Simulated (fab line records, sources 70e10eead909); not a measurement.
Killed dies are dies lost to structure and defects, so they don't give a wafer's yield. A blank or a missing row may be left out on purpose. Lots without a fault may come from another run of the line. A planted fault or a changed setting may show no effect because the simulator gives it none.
A struck lot beside a sound one | flow nand_harc | 38 steps out of a route of 1302
Sound: wafers L769.2, L769.3, L769.5. Struck: wafer L767.6. (L767.3, L767.5 of the same lot were not struck and are left out.) The cause comes at the end.
At each step with rows: each side's tool, then ch and its chambers, then its first start. Under that, the readings that differ: sound wafers | struck wafers | difference of the means | sigmas: that difference in standard deviations of wafers without a fault.
alike: readings whose means differ by less than 2 such deviations, and words and numbers that are the same on both sides. not compared: withheld readings, readings that some wafer has no value for, bounds like >300 that may hide the same value, and numbers for which the record gives no deviation and whose values overlap.
The two part at a step that has a row with sigmas, a row that says differs or no value, or rows on one side only. Numbers that don't overlap but have no deviation are shown without sigmas and don't part them. A reading that every wafer of one side lacks parts them only if that side has two wafers or more.

first, 10 steps without rows for these wafers: NHARC_A_CHANNEL_HOLE_D1_DEP_00 (deposits aC, target thk 3100 nm); NHARC_A_CHANNEL_HOLE_D1_DEP_01 (deposits SiON, target thk 140 nm); NHARC_A_CHANNEL_HOLE_D1_DEHYDRATE_02 (time 120 s); NHARC_A_CHANNEL_HOLE_D1_HMDS_03 (time 30 s); NHARC_A_CHANNEL_HOLE_D1_COAT_36 (time 75 s); NHARC_A_CHANNEL_HOLE_D1_COAT_37 (time 65 s); NHARC_A_CHANNEL_HOLE_D1_COAT_04 (resist thk 90 nm); NHARC_A_CHANNEL_HOLE_D1_SOFTBAKE_05 (time 55 s); NHARC_A_CHANNEL_HOLE_D1_EBR_06; NHARC_A_CHANNEL_HOLE_D1_EXPOSE_07 (exposes mask HOLE D1, target cd 100 nm).
NHARC_A_CHANNEL_HOLE_D1_PEB_08: peb time 65 s.
  sound on litho_track-06 ch 0, day 17 01:42; struck on litho_track-04 ch 0, day 16 07:08
  reading                  | sound             | struck | difference | sigmas
  heater_power_total_W (W) | 157.2 156.4 156.2 | 180.1  | +23.5      | +55
  alike: chill_plate_temp_C
then, 1 step without rows for these wafers: NHARC_A_CHANNEL_HOLE_D1_DEVELOP_09 (develop time 35 s).
NHARC_A_CHANNEL_HOLE_D1_CD_MEAS_10: target cd 100 nm.
  sound on cd_sem-03 ch 0, day 17 01:47; struck on cd_sem-02 ch 0, day 16 07:13
  reading    | sound          | struck | difference | sigmas
  cd_nm (nm) | 99.5 99.9 99.6 | 92.5   | -7.2       | -17
NHARC_A_CHANNEL_HOLE_D1_DESCUM_15: chemistry O2, time 3 s.
  sound on rie_diel-12 ch 0,3, day 17 01:58; struck on rie_diel-12 ch 1, day 16 07:25
  reading                            | sound           | struck | difference | sigmas
  drypump_motor_current_A (A)        | 6.5 6.1 6.5     | 5.2    | -1.2       | -2
  model.A_CHANNEL_HOLE_D1.cd_nm (nm) | 99.5 99.43 99.7 | 93.04  | -6.50      |
  alike: oes_product_au, rf_vpp_V, showerhead_plenum_p_Torr, throttle_valve_pct
  not compared: rf_hours_counter_h
then, 4 steps without rows for these wafers: NHARC_A_CHANNEL_HOLE_D1_ETCH_38 (etches the open film in CF4, target depth 39 nm, time 65 s); NHARC_A_CHANNEL_HOLE_D1_ETCH_39 (etches the open film in N2/H2, target depth 260 nm, time 325 s); NHARC_A_CHANNEL_HOLE_D1_ETCH_34 (etches the open film in CF4/CHF3, target depth 154 nm, time 77 s); NHARC_A_CHANNEL_HOLE_D1_ETCH_16 (etches the open film in O2/COS, target depth 3100 nm, time 806 s).
NHARC_A_CHANNEL_HOLE_D1_CD_MEAS_18:
  sound on cd_sem-02, day 17 03:31; struck on cd_sem-02, day 16 08:29
  reading    | sound          | struck | difference | sigmas
  cd_nm (nm) | 99.8 99.4 99.4 | 92.1   | -7.4       | -5
then, 12 steps without rows for these wafers: NHARC_A_CHANNEL_HOLE_D1_ETCH_19 (etches the open film in C4F8/O2/Ar, time 34.5 s); NHARC_A_CHANNEL_HOLE_D1_ETCH_20 (etches the open film in C4F8/O2/Ar, time 361.9 s, target depth 1600 nm); NHARC_A_CHANNEL_HOLE_D1_ETCH_21 (etches the open film in C4F8/O2/Ar, time 514.3 s, target depth 1600 nm); NHARC_A_CHANNEL_HOLE_D1_ETCH_22 (etches the open film in C4F8/O2/Ar, time 666.7 s, target depth 1600 nm); NHARC_A_CHANNEL_HOLE_D1_ETCH_23 (etches the open film in C4F8/O2/Ar, time 819 s, target depth 1600 nm); NHARC_A_CHANNEL_HOLE_D1_ETCH_24 (etches the open film in C4F8/O2/Ar, time 906.2 s, target depth 1500 nm); NHARC_A_CHANNEL_HOLE_D1_ETCH_25 (etches the open film in C4F8/O2/Ar, time 1040.2 s, target depth 1500 nm); NHARC_A_CHANNEL_HOLE_D1_ETCH_26 (etches the open film in C4F8/O2/Ar, time 224.1 s, target depth 300 nm); NHARC_A_CHANNEL_HOLE_D1_ETCH_33 (etches the open film in C4F8/O2/Ar, time 90 s, target depth 400 nm); NHARC_A_CHANNEL_HOLE_D1_STRIP_41 (strips in N2/H2); NHARC_A_CHANNEL_HOLE_D1_STRIP_42 (strips in CF4/CHF3); NHARC_A_CHANNEL_HOLE_D1_STRIP_43 (strips in O2/COS).
NHARC_A_CHANNEL_HOLE_D1_ETCH_44: etches the open film in CF4/O2, target depth 140 nm, overetch 14 nm, time 77 s.
  sound on rie_diel-12 ch 0,3, day 17 14:49; struck on rie_diel-12 ch 2, day 16 14:29
  reading                            | sound             | struck | difference | sigmas
  model.A_CHANNEL_HOLE_D1.cd_nm (nm) | 89.18 90.17 88.21 | 83.94  | -5.25      |
  alike: drypump_motor_current_A, oes_ar_750_au, oes_f_703_au, oes_product_au, rf_vpp_V, showerhead_plenum_p_Torr, throttle_valve_pct
  not compared: rf_hours_counter_h
then, 3 steps without rows for these wafers: NHARC_A_CHANNEL_HOLE_D1_STRIP_27 (strips in O2); NHARC_A_CHANNEL_HOLE_D1_PRECLEAN_28 (cleans in SC1); NHARC_A_CHANNEL_HOLE_D1_SRD_29.
NHARC_A_CHANNEL_HOLE_D1_CD_MEAS_30:
  sound on cd_sem-03, day 17 15:44; struck on cd_sem-03, day 16 15:15
  reading    | sound          | struck | difference | sigmas
  cd_nm (nm) | 89.2 90.2 88.6 | 83.7   | -5.6       | -5
NHARC_A_CHANNEL_HOLE_D1_XSEM_31:
  sound on xsem-01 ch 0, day 17 15:49; struck on xsem-02 ch 0, day 16 15:21
  reading        | sound          | struck | difference | sigmas
  bot_cd_nm (nm) | 74.5 75.8 73.9 | 68.1   | -6.6       | -6
  bow_nm (nm)    | 9.1 9.2 9.2    | 8.0    | -1.2       | -3
  alike: tilt_deg
-- the record jumps here: 16 days lie between the struck wafers' starts before and after (it left off in module A_CHANNEL_HOLE_D1 and takes up again in module END, whose first step shown is number 1301 of the route) --
NHARC_END_WLT_00:
  sound on prober-02, day 33 02:15; struck on prober-02, day 32 19:59
  reading                     | sound             | struck | difference | sigmas
  VT_DECK1_BOTTOM_INNER       | 0.855 0.868 0.856 | 0.839  | -0.021     | -3
  VT_DECK1_MEDIAN_NEAR_BOTTOM | 0.868 0.868 0.864 | 0.846  | -0.021     | -3
  VT_DECK2_MIDDLE_INNER       | 0.877 0.880 0.887 | 0.898  | +0.017     | +2
  alike: VT_DECK1_BOTTOM, VT_DECK1_MEDIAN_NEAR_BOTTOM_INNER, VT_DECK1_MIDDLE, VT_DECK1_MIDDLE_INNER, VT_DECK1_TOP, VT_DECK1_TOP_INNER, VT_DECK2_BOTTOM, VT_DECK2_BOTTOM_INNER, VT_DECK2_MEDIAN_NEAR_BOTTOM, VT_DECK2_MEDIAN_NEAR_BOTTOM_INNER, VT_DECK2_MIDDLE, VT_DECK2_TOP, VT_DECK2_TOP_INNER

WHERE THEY PART
First at NHARC_A_CHANNEL_HOLE_D1_PEB_08; last, within this record, at NHARC_END_WLT_00.

WHY: what the simulator had put in
Process parameter drift: litho_track-04, from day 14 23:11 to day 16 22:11, at NHARC_A_CHANNEL_HOLE_D1_PEB_08. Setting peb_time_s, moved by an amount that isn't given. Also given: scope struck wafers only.
